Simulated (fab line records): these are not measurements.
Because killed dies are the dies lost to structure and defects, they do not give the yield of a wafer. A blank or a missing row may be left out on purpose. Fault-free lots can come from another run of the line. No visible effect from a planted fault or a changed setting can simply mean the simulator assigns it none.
Which tool is to blame?    flow n5Finfet    63 wafers from 21 lots sampled at 2 of the route's 1938 steps

## WHAT EACH GAUGE READ, for each wafer
N5_FIN_SAQP_CD_MEAS_31: target cd 8 nm. Usual: cdNm at 8.13 nm, with a standard deviation of 0.21.
lot   measured     on        cdNm (nm)       flag
L074  day 2 04:39  cdSem-02  8.04 8.12 8.26  
L075  day 2 09:55  cdSem-02  7.83 7.86 8.05  
L076  day 2 14:48  cdSem-03  8.18 7.86 8.03  
L078  day 3 02:00  cdSem-02  7.92 8.00 7.95  
L079  day 3 07:44  cdSem-02  8.53 7.95 7.96  
L080  day 3 13:46  cdSem-01  7.96 8.02 8.52  
L082  day 4 02:22  cdSem-02  8.14 8.06 8.08  
L083  day 4 07:56  cdSem-01  7.96 8.19 8.27  
L084  day 4 13:33  cdSem-03  7.91 7.85 8.02  
L085  day 4 21:31  cdSem-01  8.03 8.01 8.36  
L086  day 5 03:33  cdSem-03  7.94 8.33 8.54  
L087  day 5 08:30  cdSem-03  7.87 8.19 7.83  
L088  day 5 20:01  cdSem-03  8.19 8.41 8.11  
L089  day 5 20:27  cdSem-03  8.01 8.10 7.84  
L090  day 6 03:50  cdSem-03  8.26 8.07 8.13  
L092  day 6 14:10  cdSem-03  7.73 8.32 8.12  
L093  day 6 21:46  cdSem-02  8.07 7.92 7.92  
L094  day 7 02:36  cdSem-01  8.51 8.37 8.46  
L095  day 7 11:45  cdSem-03  8.37 7.99 8.82  
L096  day 7 17:57  cdSem-01  8.35 7.92 8.25  
L097  day 7 23:13  cdSem-01  8.23 7.83 8.24  

## WHAT TOOL EACH LOT RAN ON (gives the tool, then ch and the chambers of the sampled wafers, and finally the start)
lot   N5_FIN_SAQP_MANDREL2_REMOVE_60
L074  rieSi-03 ch 2,3, day 2 04:32
L075  rieSi-03 ch 1,3, day 2 09:48
L076  rieSi-03 ch 1,2,3, day 2 14:41
L078  rieSi-04 ch 1,3, day 3 01:53
L079  rieSi-03 ch 1,2,3, day 3 07:38
L080  rieSi-04 ch 0,1,3, day 3 13:39
L082  rieSi-03 ch 0,2,3, day 4 02:15
L083  rieSi-01 ch 0,2,3, day 4 07:50
L084  rieSi-03 ch 0,1,3, day 4 13:26
L085  rieSi-01 ch 0,3, day 4 21:23
L086  rieSi-04 ch 2,3, day 5 03:26
L087  rieSi-04 ch 0,1,3, day 5 08:23
L088  rieSi-04 ch 0,1, day 5 19:55
L089  rieSi-01 ch 2,3, day 5 20:20
L090  rieSi-04 ch 0,2,3, day 6 03:43
L092  rieSi-03 ch 1,2, day 6 14:02
L093  rieSi-01 ch 0,1, day 6 21:38
L094  rieSi-04 ch 0,2,3, day 7 02:29
L095  rieSi-04 ch 0,1,2, day 7 11:38
L096  rieSi-04 ch 1,3, day 7 17:50
L097  rieSi-04 ch 2,3, day 7 23:06
- N5_FIN_SAQP_MANDREL2_REMOVE_60: chemistry HBr/Cl2/O2, target a-Si, stops on SiNx, bt time 10 s.

## WHAT THE TOOLS THEMSELVES READ (means of the sampled wafers that have a number; where no wafer has one, the mark that the record gives instead)
N5_FIN_SAQP_MANDREL2_REMOVE_60. Usual: HBr_flow_sccm 150.0 sccm, standard deviation 0.44; drypumpMotorCurrentA 5.6 A, standard deviation 0.59; heBacksideLeakSccm 2.68 sccm, standard deviation 0.21; oesProductAu 1.002 a.u., standard deviation 0.019; throttleValvePct 36.8 %, standard deviation 0.34.
lot   tool      HBr_flow_sccm (sccm)  drypumpMotorCurrentA (A)  heBacksideLeakSccm (sccm)  oesProductAu (a.u.)  throttleValvePct (%)  flag
L074  rieSi-03  150.2                 5.1                       2.65                       1.008                36.9                  
L075  rieSi-03  149.8                 5.3                       2.75                       1.018                36.3                  
L076  rieSi-03  149.7                 5.2                       2.67                       1.024                36.7                  
L078  rieSi-04  150.1                 5.3                       2.73                       1.002                36.8                  
L079  rieSi-03  150.3                 5.2                       2.69                       1.018                36.7                  
L080  rieSi-04  149.8                 5.4                       2.69                       0.988                36.8                  
L082  rieSi-03  149.8                 5.3                       2.68                       1.008                37.1                  
L083  rieSi-01  149.7                 6.1                       2.87                       1.020                36.7                  
L084  rieSi-03  150.4                 5.4                       2.60                       1.001                36.7                  
L085  rieSi-01  150.1                 6.2                       2.50                       1.011                36.5                  
L086  rieSi-04  150.1                 6.2                       2.48                       0.988                37.0                  
L087  rieSi-04  149.5                 5.4                       2.67                       0.988                36.6                  
L088  rieSi-04  149.8                 5.6                       2.60                       0.986                36.5                  
L089  rieSi-01  149.6                 6.3                       2.89                       1.007                36.8                  
L090  rieSi-04  149.5                 6.0                       2.57                       0.990                36.9                  
L092  rieSi-03  149.5                 5.1                       2.73                       1.029                37.1                  
L093  rieSi-01  149.8                 5.2                       2.59                       1.007                36.5                  
L094  rieSi-04  150.3                 6.0                       2.59                       0.998                36.9                  
L095  rieSi-04  149.8                 5.8                       2.66                       0.990                36.7                  
L096  rieSi-04  149.8                 5.1                       2.73                       1.004                36.6                  
L097  rieSi-04  150.4                 6.2                       2.73                       0.997                37.0                  

## THE ANSWER, worked out from the rows above alone
Rule: take the mean of a lot's wafers that have a number; if it is more than 3 standard deviations from the usual mean, the lot is off. A lot without any number at a reading at which 4 lots or more have one is off too. Where the step has rows for the other lots, those lots are counted as sound. After the gauges, taken in route order, come the tools' own readings; for these a lot's mean is taken, as printed above. At the first step where some lot is off, the reading lying furthest off is the one used; lots without a number count as furthest.
No lot is off on any of the readings shown, so nothing can be concluded from this.

## WHAT WAS PUT IN BY THE SIMULATOR
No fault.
